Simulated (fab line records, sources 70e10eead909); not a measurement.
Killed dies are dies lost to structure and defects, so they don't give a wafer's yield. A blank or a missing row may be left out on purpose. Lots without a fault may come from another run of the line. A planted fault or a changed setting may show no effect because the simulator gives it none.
fab line records | flow nand_harc
record lots=6 wafers=18 last_day=34
route steps=1302 shown A_BLC@1110 END@1302
lots that met no fault: from a run of the same line without faults
start_h: hours from the record's first day to the start of the lot's first wafer shown | wait_h: hours since the lot's step before | " the same as in the row above | L1.1+2: a row that stands for several wafers | - no value, or no start given | * or withheld: withheld | < > ~ a bound
route shown NAME@n: a module of which the file shows steps, and the number in the route of the first | usual: mean/standard deviation of fault-free wafers | same: alike in all rows | chamber/n: place in a boat | sites: the reading at each site | _std_site: their standard deviation | _edge_site: outer sites' mean less inner sites' | radius_mm: how far each site lies from the wafer's centre | mask NAME#n: copy n | behind: the tool/chamber that last shaped the wafer | hold: why the lot was held/for how many hours/how that ended | device: the transistor (n, p or np) that didn't switch | end of line: the same wafers' tests at the end of the route | a step without rows: its recipe alone | killed: dies lost to structure and defects at the first sort, not the wafer's yield | map: a wafer's dies, x killed, . not, _ none there
set.NAME: the setting as run; set.NAME@STEP: as run at that earlier step | model.NAME: the simulator's own value behind a step, which no gauge read
lots at some steps of the route; a table a step, a row a wafer
services: from which hour (start_h, from the record's first day; less than 0 if before it) a tool's chamber was out of use, for how many hours, and why
## steps
# step NHARC_A_BLC_COAT_03
# recipe temp_c=225 time_s=65
# step NHARC_A_BLC_COAT_04
# recipe spin_rpm=1500 resist_thk_nm=90
# step NHARC_A_BLC_SOFTBAKE_05
# recipe temp_c=105 time_s=55
# step NHARC_A_BLC_EBR_06
# step NHARC_A_BLC_EXPOSE_07
# recipe na=1.35 target_cd_nm=100 dose_mj=67.97 mask_id=A_BLC
# step NHARC_A_BLC_PEB_08
# recipe peb_temp_c=100 peb_time_s=65
# step NHARC_A_BLC_DEVELOP_09
# recipe develop_time_s=35 dev_temp_c=23
# step NHARC_A_BLC_CD_MEAS_10
# recipe target_cd_nm=100 landing_energy_ev=500
# usual cd_nm=99.9/0.6
# columns lot.wafer tool chamber start_h wait_h cd_nm
L890.1 cd_sem-02 0 557.67 - 100.1
L890.3 " 0 " " 100.2
L890.5 " 0 " " 100.7
L892.1 cd_sem-02 0 560.50 - 99.4
L892.3 " 0 " " 99.9
L892.4 " 0 " " 100.2
L895.1 cd_sem-02 0 599.83 - 100.2
L895.3 " 0 " " 98.9
L895.6 " 0 " " 99.4
L906.1 cd_sem-01 0 693.30 - 99.9
L906.3 " 0 " " 99.7
L906.4 " 0 " " 99.2
L908.2 cd_sem-01 0 724.09 - 99.5
L908.3 " 0 " " 99.7
L908.6 " 0 " " 99.8
L910.2 cd_sem-01 0 730.56 - 99.0
L910.4 " 0 " " 99.1
L910.6 " 0 " " 99.3
# step NHARC_A_BLC_OVL_MEAS_11
# usual overlay_x_nm=0.1/0.83 overlay_y_nm=0.3/0.83
# columns lot.wafer tool chamber start_h wait_h overlay_x_nm overlay_y_nm
L890.1 overlay-01 - 557.76 - -1.1 1.8
L890.3 " - " " -0.1 1.7
L890.5 " - " " -0.9 1.4
L892.1 overlay-02 - 560.59 - -1.1 1.0
L892.3 " - " " -1.3 1.3
L892.4 " - " " -0.8 1.1
L895.1 overlay-02 - 599.91 - 0.1 0.4
L895.3 " - " " 0.2 0.3
L895.6 " - " " 0.6 -0.1
L906.1 overlay-01 - 693.39 - 0.8 -0.4
L906.3 " - " " 0.2 -0.6
L906.4 " - " " 0.5 -0.9
L908.2 overlay-02 - 724.18 - 0.0 0.8
L908.3 " - " " -0.3 0.9
L908.6 " - " " 0.0 0.9
L910.2 overlay-02 - 730.64 - 1.4 -1.3
L910.4 " - " " 1.5 -1.7
L910.6 " - " " 0.9 -1.8
# step NHARC_A_BLC_INSPECT_12
# usual raw_defect_count=85/37
# columns lot.wafer tool chamber start_h wait_h raw_defect_count
L890.1 defect_inspect-02 - 557.80 0.0 58
L890.3 " - " " 60
L890.5 " - " " 64
L892.1 defect_inspect-01 - 560.63 0.0 58
L892.3 " - " " 67
L892.4 " - " " 55
L895.1 defect_inspect-01 - 599.95 0.0 107
L895.3 " - " " 130
L895.6 " - " " 137
L906.1 defect_inspect-02 - 693.42 0.0 109
L906.3 " - " " 86
L906.4 " - " " 109
L908.2 defect_inspect-01 - 724.22 0.0 25
L908.3 " - " " 28
L908.6 " - " " 27
L910.2 defect_inspect-02 - 730.68 0.0 85
L910.4 " - " " 86
L910.6 " - " " 89
# step NHARC_A_BLC_DESCUM_15
# recipe time_s=3 o2_flow_sccm=200 ar_flow_sccm=0 bias_power_w=0 chemistry=O2
# step NHARC_A_BLC_ETCH_16
# recipe target_depth_a=390 over_etch_frac=0.3 time_s=65 ion_energy_ev=80 cf4_flow_sccm=150 ar_flow_sccm=0 rf_w=300 bias_w=100 chemistry=CF4
# step NHARC_A_BLC_ETCH_17
# recipe target_depth_a=3900 over_etch_frac=0.25 time_s=609.38 ion_energy_ev=200 n2_flow_sccm=150 h2_flow_sccm=150 ar_flow_sccm=0 rf_w=400 bias_w=150 chemistry=N2/H2
# usual bias_w=150.0/0.39 drypump_motor_current_A=5.7/0.38 oes_product_au=0.998/0.01 rf_vpp_V=429.2/2.7 showerhead_plenum_p_Torr=1.99/0.091 throttle_valve_pct=14.172/0.0091
# same over_etch_frac=0.25
# columns lot.wafer tool chamber start_h wait_h bias_w drypump_motor_current_A oes_product_au rf_hours_counter_h rf_vpp_V showerhead_plenum_p_Torr throttle_valve_pct
L890.1 rie_diel-12 2 558.08 - 149.4 5.6 1.002 6 428.1 1.91 14.175
L890.3 " 3 " " 149.8 5.6 1.008 7 430.6 2.02 14.166
L890.5 " 2 " " 150.2 5.6 0.998 - 427.7 1.91 14.195
L892.1 rie_diel-03 2 560.86 - 149.5 5.5 0.997 9 428.9 1.97 14.174
L892.3 " 3 " " 149.0 6.4 0.995 9 432.2 2.08 14.171
L892.4 " 1 " " 150.8 5.4 0.989 9 435.1 2.17 14.174
L895.1 rie_diel-12 0 600.19 - 150.0 6.2 0.997 8 429.1 1.98 14.176
L895.3 " 3 " " 150.2 5.6 1.011 8 430.3 2.02 14.169
L895.6 " 0 " " 150.6 6.2 0.994 - 428.9 1.98 14.165
L906.1 rie_diel-12 1 693.66 - 150.0 5.6 1.000 4 426.2 1.89 14.165
L906.3 " 2 " " 149.7 5.6 1.006 4 429.0 1.91 14.160
L906.4 " 3 " " 149.4 5.6 1.008 4 429.8 2.02 14.177
L908.2 rie_diel-12 3 724.54 - 149.7 5.6 1.014 6 429.2 2.02 14.170
L908.3 " 0 " " 149.4 6.2 1.014 6 429.0 1.98 14.171
L908.6 " 2 " " 149.9 5.5 0.994 - 426.3 1.91 14.181
L910.4 rie_diel-07 0 730.91 - 149.6 5.1 1.009 17 429.0 1.96 14.164
L910.2 " 1 " " 150.0 6.3 1.008 18 430.5 2.01 14.173
L910.6 " 0 " " 149.8 5.1 1.008 - 428.8 1.96 14.171
# step NHARC_A_BLC_ETCH_18
# recipe target_depth_a=9100 c4f8_flow_sccm=20 o2_flow_sccm=10 ar_flow_sccm=withheld rf_w=600 bias_w=1500 chemistry=C4F8/O2/Ar
# usual bias_w=1501/4.7 oes_product_au=0.954/0.022 rf_vpp_V=975/5.9
# columns lot.wafer tool chamber start_h wait_h bias_w oes_product_au rf_hours_counter_h rf_vpp_V
L890.1 rie_diel-12 2 - - 1501 0.924 6 970
L890.3 " 0 " " 1501 0.922 6 975
L890.5 " 3 " " 1503 0.931 - 978
L892.4 rie_diel-03 0 - - 1506 0.920 7 968
L892.1 " 1 " " 1498 0.914 9 986
L892.3 " 2 " " 1494 0.918 9 974
L895.1 rie_diel-12 0 - - 1493 0.912 9 976
L895.3 " 1 " " 1502 0.927 8 968
L895.6 " 0 " " 1495 0.925 - 975
L906.4 rie_diel-12 2 - - 1505 0.975 5 971
L906.3 " 3 " " 1503 0.984 4 976
L906.1 " 0 " " 1495 0.980 4 974
L908.3 rie_diel-12 3 - - 1501 0.932 6 978
L908.2 " 0 " " 1498 0.943 6 976
L908.6 " 3 " " 1507 0.926 - 977
L910.4 rie_diel-07 2 - - 1510 0.958 17 988
L910.2 " 0 " " 1512 0.955 17 973
L910.6 " 2 " " 1510 0.958 - 990
# step NHARC_A_BLC_CD_MEAS_19
# usual cd_nm=99.5/2.6
# columns lot.wafer tool chamber start_h wait_h cd_nm
L890.1 cd_sem-03 - 558.83 - 102.6
L890.3 " - " " 99.6
L890.5 " - " " 100.7
L892.1 cd_sem-03 - 561.65 - 101.1
L892.3 " - " " 101.8
L892.4 " - " " 100.9
L895.1 cd_sem-02 - 600.97 - 97.0
L895.3 " - " " 95.9
L895.6 " - " " 96.3
L906.1 cd_sem-01 - 694.45 - 99.0
L906.3 " - " " 95.7
L906.4 " - " " 99.7
L908.2 cd_sem-01 - 725.25 - 98.0
L908.3 " - " " 97.5
L908.6 " - " " 98.7
L910.2 cd_sem-03 - 731.70 - 103.9
L910.4 " - " " 100.5
L910.6 " - " " 101.4
# step NHARC_A_BLC_STRIP_29
# recipe cf4_flow_sccm=150 ar_flow_sccm=0 bias_w=0 chemistry=CF4
# usual drypump_motor_current_A=5.7/0.36 oes_product_au=0.999/0.01 rf_vpp_V=59.2/0.94 showerhead_plenum_p_Torr=1.72/0.068 throttle_valve_pct=13.283/0.009
# same bias_w=0
# columns lot.wafer tool chamber start_h wait_h drypump_motor_current_A oes_product_au rf_hours_counter_h rf_vpp_V showerhead_plenum_p_Torr throttle_valve_pct
L890.3 rie_diel-03 3 558.90 0.1 6.4 0.990 9 59.6 1.80 13.288
L890.1 " 0 " " 5.4 1.000 7 60.0 1.65 13.284
L890.5 " 3 " " 6.4 1.000 - 61.0 1.80 13.289
L892.3 rie_diel-12 3 561.73 0.1 5.6 1.007 7 58.6 1.76 13.284
L892.4 " 0 " " 6.2 0.986 6 58.3 1.72 13.280
L892.1 " 1 " " 5.6 1.001 6 58.4 1.65 13.284
L895.1 rie_diel-03 3 601.07 0.1 6.4 0.990 14 58.8 1.80 13.283
L895.3 " 0 " " 5.4 0.997 9 58.9 1.64 13.265
L895.6 " 1 " " 5.4 1.007 - 59.0 1.87 13.283
L906.3 rie_diel-03 1 694.52 0.1 5.4 1.002 5 60.7 1.87 13.270
L906.4 " 2 " " 5.5 1.006 5 58.5 1.71 13.290
L906.1 " 0 " " 5.4 0.993 5 58.3 1.64 13.291
L908.2 rie_diel-07 2 725.34 0.1 5.7 0.995 16 60.1 1.90 13.261
L908.3 " 3 " " 6.0 1.016 16 59.2 1.71 13.294
L908.6 " 0 " " 5.1 1.004 - 60.1 1.71 13.282
L910.4 rie_diel-12 0 731.77 0.1 6.1 1.013 7 58.0 1.72 13.296
L910.2 " 1 " " 5.6 1.005 7 58.5 1.65 13.280
L910.6 " 1 " " 5.6 0.996 - 58.1 1.65 13.290
# step NHARC_A_BLC_STRIP_21
# recipe o2_flow_sccm=500 ar_flow_sccm=0 bias_w=0 chemistry=O2
# step NHARC_A_BLC_STRIP_22
# recipe time_s=600 temp_c=30 chemistry=post_etch_residue_remover
# step NHARC_A_BLC_DEGAS_30
# recipe temp_c=300 time_s=60
# step NHARC_A_BLC_PRE_CLEAN_31
# recipe time_s=15 bias_v=250 gas=Ar
# step NHARC_A_BLC_PVD_32
# recipe target_thk_a=50 chamber_pressure_pa=5 power_w=5000 substrate_temp_c=200 time_s=17.7 material=Ti
# step NHARC_A_BLC_ALD_23
# recipe target_thk_a=30 pulse_time_s=1 ald_cycles=150 temp_c=450 material=TiN
# usual heater_power_w=1004/120 precursor_pulse_height_rel=1.000/0.017 susceptor_temp_C=450.01/0.28
# columns lot.wafer tool chamber start_h wait_h heater_power_w precursor_pulse_height_rel susceptor_temp_C
L890.1 ald_metal-03 3 559.67 - 1109 1.005 449.88
L890.3 " 2 " " 990 0.996 450.05
L890.5 " 3 " " 1112 0.991 450.07
L892.1 ald_metal-01 3 562.49 - 925 0.983 450.48
L892.3 " 0 " " 917 0.994 449.82
L892.4 " 2 " " 1006 0.991 450.36
L895.1 ald_metal-04 0 601.81 - 1099 1.019 -
L895.3 " 3 " " 1335 0.993 -
L895.6 " 0 " " 1098 0.981 -
L906.1 ald_metal-01 0 695.31 - 953 0.989 449.72
L906.3 " 1 " " 1128 1.004 449.80
L906.4 " 2 " " 1010 1.001 450.36
L908.2 ald_metal-04 2 726.11 - 1138 0.965 450.27
L908.3 " 3 " " 1276 0.982 449.86
L908.6 " 1 " " 1114 1.003 449.91
L910.4 ald_metal-01 3 732.54 - 868 0.988 449.52
L910.2 " 0 " " 870 0.998 450.36
L910.6 " 3 " " 864 0.991 449.57
# step NHARC_A_BLC_CVD_24
# recipe target_thk_a=1500 temp_c=300 pressure_torr=40 wf6_flow_sccm=40 h2_flow_sccm=1600 ar_flow_sccm=1560 time_s=434 material=W
# usual heater_power_w=422/25 mfc_wf6_sccm=40.00/0.11 susceptor_temp_C=299.96/0.18 throttle_valve_pct=8.15/0.24
# columns lot.wafer tool chamber start_h wait_h heater_power_w mfc_wf6_sccm susceptor_temp_C throttle_valve_pct
L890.1 cvd_w-02 0 - - 404 39.92 299.75 8.25
L890.3 " 0 " " 412 40.00 299.71 7.91
L890.5 " 0 " " 418 40.16 299.55 8.16
L892.1 cvd_w-01 1 - - 401 39.90 300.31 8.33
L892.4 " 0 " " 409 40.06 299.65 7.93
L892.3 " 1 " " 396 40.21 300.08 8.42
L895.1 cvd_w-01 0 - - 425 39.97 - 8.13
L895.3 " 1 " " 392 40.01 - 8.12
L895.6 " 0 " " 408 39.90 - 7.99
L906.1 cvd_w-01 0 - - 410 39.96 299.90 8.12
L906.3 " 0 " " 408 40.00 300.06 8.00
L906.4 " 0 " " 415 39.96 299.99 8.28
L908.2 cvd_w-02 0 - - 424 40.07 300.14 8.58
L908.3 " 1 " " 446 40.00 299.85 8.18
L908.6 " 0 " " 423 39.91 299.94 8.54
L910.2 cvd_w-02 0 - - 433 39.99 - 8.59
L910.4 " 1 " " 453 39.92 - 8.52
L910.6 " 0 " " 410 40.06 - 8.57
# step NHARC_A_BLC_CMP_25
# recipe t_overpolish_s=30 target_thk_nm=150
# usual motor_current_A=11.7/1.1 overpolish_run_s=30.001/0.0094 slurry_filter_dp_kPa=13.49/0.13 time_to_endpoint_s=30.0/2.5
# columns lot.wafer tool chamber start_h wait_h motor_current_A overpolish_run_s slurry_filter_dp_kPa time_to_endpoint_s
L890.1 cmp-04 1 560.84 0.8 10.6 30.003 13.28 29.8
L890.3 " 3 " " 14.5 29.999 13.35 30.4
L890.5 " 1 " " 11.5 30.003 13.33 30.1
L892.1 cmp-02 3 563.25 0.4 11.2 30.010 13.53 31.3
L892.3 " 0 " " 13.1 30.002 13.28 34.5
L892.4 " 1 " " 12.1 30.017 13.55 29.0
L895.3 cmp-03 2 602.60 0.3 11.7 30.014 13.43 30.9
L895.1 " 3 " " 11.7 30.003 13.50 31.8
L895.6 " 0 " " 11.8 29.989 13.50 31.4
L906.3 cmp-04 1 696.45 0.5 11.0 30.002 13.48 30.0
L906.1 " 2 " " 9.8 29.994 13.39 30.8
L906.4 " 3 " " 13.9 29.991 13.50 29.6
L908.2 cmp-03 1 726.82 0.4 10.9 30.009 13.51 30.2
L908.3 " 0 " " 12.5 30.008 13.53 34.0
L908.6 " 2 " " 11.6 30.013 13.74 28.6
L910.2 cmp-02 3 733.32 0.5 11.3 30.020 13.14 29.3
L910.4 " 0 " " 13.4 30.008 13.59 28.9
L910.6 " 2 " " 11.4 29.990 13.52 33.6
# step NHARC_A_BLC_SRD_27
# step NHARC_END_SORT_01
# recipe temp_c=25
# usual killed_at_array=53/20 killed_at_other=1/1.2 killed_at_periphery=3.7/2.6 killed_dies=58/20 killed_open=3.5/1.8 killed_short=2.4/1.7
# same gross_dies=677
# columns lot.wafer tool chamber start_h wait_h killed_at_array killed_at_other killed_at_periphery killed_dies killed_open killed_short
L906.1 prober-02 0 747.52 2.5 27 0 0 27 4 0
L906.3 prober-02 0 749.08 3.1 52 2 1 55 3 3
L906.4 prober-02 0 749.86 3.4 136 1 0 137 5 1
L908.2 prober-02 0 802.83 2.8 120 0 9 129 7 4
L908.3 prober-02 0 803.63 3.1 26 1 6 33 3 4
L908.6 prober-02 0 806.04 4.0 31 2 2 35 1 6
# killed by level:class
L906.1 A_SLIT:chamber_film_flake=8 A_CHANNEL_HOLE_D2:chamber_film_flake=6 A_CONTACT:chamber_film_flake=3 A_CHANNEL_FILL_D2:geometric_particle:open=2 A_CHANNEL_HOLE_D1:chamber_film_flake=2 A_ONON_D1:geometric_particle:open=1 A_BLC:geometric_particle:open=1 A_CHANNEL_FILL_D1:chamber_film_flake=1
L906.3 A_SLIT:chamber_film_flake=24 A_CHANNEL_HOLE_D2:chamber_film_flake=13 A_CHANNEL_HOLE_D1:chamber_film_flake=10 P_M0:geometric_particle:open=1 A_ONON_D1:geometric_particle:short=1 A_ONON_D2:geometric_particle:open=1 A_WL_FILL:geometric_particle:short=1 A_M0:geometric_particle:open=1
L906.4 A_BLC:unspecified=85 A_CHANNEL_HOLE_D2:chamber_film_flake=24 A_SLIT:chamber_film_flake=13 A_CHANNEL_HOLE_D1:chamber_film_flake=4 A_STAIRCASE:chamber_film_flake=2 A_DECK1_JOINT:geometric_particle:short=1 A_DECK1_JOINT:geometric_particle:open=1 A_ONON_D2:geometric_particle:open=1
L908.2 A_BLC:unspecified=97 A_SLIT:chamber_film_flake=5 A_CONTACT:chamber_film_flake=4 P_M0:geometric_particle:open=3 P_CONTACT:chamber_film_flake=3 A_M0:geometric_particle:open=2 P_ZERO_WELL:chamber_film_flake=2 A_CHANNEL_HOLE_D1:chamber_film_flake=2
L908.3 A_CONTACT:chamber_film_flake=7 A_SLIT:chamber_film_flake=6 P_M2:chamber_film_flake=3 A_ONON_D2:geometric_particle:short=2 P_CONTACT:chamber_film_flake=2 A_CHANNEL_HOLE_D1:chamber_film_flake=1 A_ONON_D1:geometric_particle:short=1 A_CHANNEL_FILL_D1:geometric_particle:open=1
L908.6 A_CONTACT:chamber_film_flake=10 A_SLIT:chamber_film_flake=7 A_WL_FILL:geometric_particle:short=2 A_CHANNEL_HOLE_D2:chamber_film_flake=2 A_STAIRCASE:chamber_film_flake=2 THIN_TSV:chamber_film_flake=2 P_CONTACT:geometric_particle:short=1 A_ONON_D1:geometric_particle:short=1
# map L906.4 (x killed, . not)
____________.____________
_________......._________
_______..........._______
______.............______
_____..............._____
____.x....x..........____
____.................____
___..................x___
___...x...............___
__.....................__
__........x............__
_....x.......x.........._
_..........x............_
_...x..................x_
_....x.xx..............._
_...xxxxx..............._
..xxxxxxxxx..............
...xxxxxxxx..............
...xxxxxxxx..............
...xxxxxxxxx.............
..xxxxxxxxx..x...........
_.xxxxxxxx........x....._
_..xxxxxxx.......x...x.._
_....xxxxxxx.....x.xx.x._
_...xxxxxx.............._
_.....xxxx........xx.xxx_
__...x...........x.xx.x__
__...............xxx.x.__
___...x..........xx..x___
___.x..............x..___
____x.x.x............____
____.xx..............____
_____xxxxxx........._____
______xxx..........______
_______xx........._______
_________......._________
____________.____________
# map L908.2 (x killed, . not)
____________.____________
_________...x..._________
_______..........._______
______.......x.....______
_____...x..........x_____
____...............x.____
____.................____
___...........x.......___
___...................___
__.............x.......__
__........x.x.x........__
_..xx.x................._
_x....x................._
_...xxx.x..............._
_....xxxxx.............._
_...xxxxxxx...x........._
...xxxxxxx..............x
..xxxxxxxxxx.x...........
..x.xxxxxxx..............
..xxxxxxxxxx...x.........
...xxxxxxxxx......x......
_.xxxxxxxxx............._
_..xxxxxxxx......x.....x_
_...xxxxxxx............._
_...xxxxxxx............._
_.x.xxxxxx...........x.._
__...xxxx...x..........__
__...x......x..........__
___...................___
___...................___
____.................____
____.................____
_____..............._____
______......x......______
_______..........._______
_________......._________
____________.____________
## services
# columns tool chamber start_h hours kind
ald_metal-04 - 542.99 0.7 repair
rie_diel-03 0 543.91 14.9 repair
cvd_w-01 - 547.24 13.0 pm
cmp-02 - 549.91 1.0 repair
cmp-03 - 554.11 4.0 pm
cvd_w-02 0 560.83 12.5 repair
rie_diel-12 1 566.86 5.8 repair
cmp-03 - 574.87 1.3 repair
rie_diel-03 0 590.83 8.3 repair
rie_diel-12 - 596.48 1.3 repair
cmp-04 - 601.00 4.0 pm
rie_diel-12 - 622.40 9.0 pm
rie_diel-07 2 632.19 1.4 repair
ald_metal-01 2 633.22 1.5 repair
rie_diel-03 - 635.55 9.0 pm
rie_diel-07 - 650.11 9.0 pm
cvd_w-01 0 651.57 13.3 repair
cvd_w-02 - 660.21 13.0 pm
cvd_w-01 0 685.82 2.9 repair
cvd_w-01 1 694.79 9.6 repair
rie_diel-12 0 701.74 1.2 repair
rie_diel-07 2 703.39 1.8 repair
ald_metal-01 - 704.00 10.0 pm
cvd_w-01 - 728.24 13.0 pm
## key
first_sign step=NHARC_END_SORT_01 reading=killed_at_array direction=up sigmas=3.8 usual=53 struck=128
effect step=NHARC_END_SORT_01 reading=killed_dies direction=up sigmas=3.8 usual=58 struck=133
more_kills_born_at NHARC_A_BLC_ETCH_17@rie_diel-12=182
met_at NHARC_A_BLC_ETCH_17
struck_wafers L906.4,L908.2
tester_left_out L906,L908
onset_between 600.19 693.66
fault kind=chamber_particle_source tool=rie_diel-12 chamber=3 onset_h=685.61 steps=NHARC_A_BLC_ETCH_17 rate_per_visit_cm2=1.1034 end_h=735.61
# tester_left_out: of these lots the tester's yield and bins aren't shown, on N5 and GAA mostly nor the transistor test; their killed dies are dies lost to structure and defects alone, not to doping, threshold or leakage, so they don't give the yield
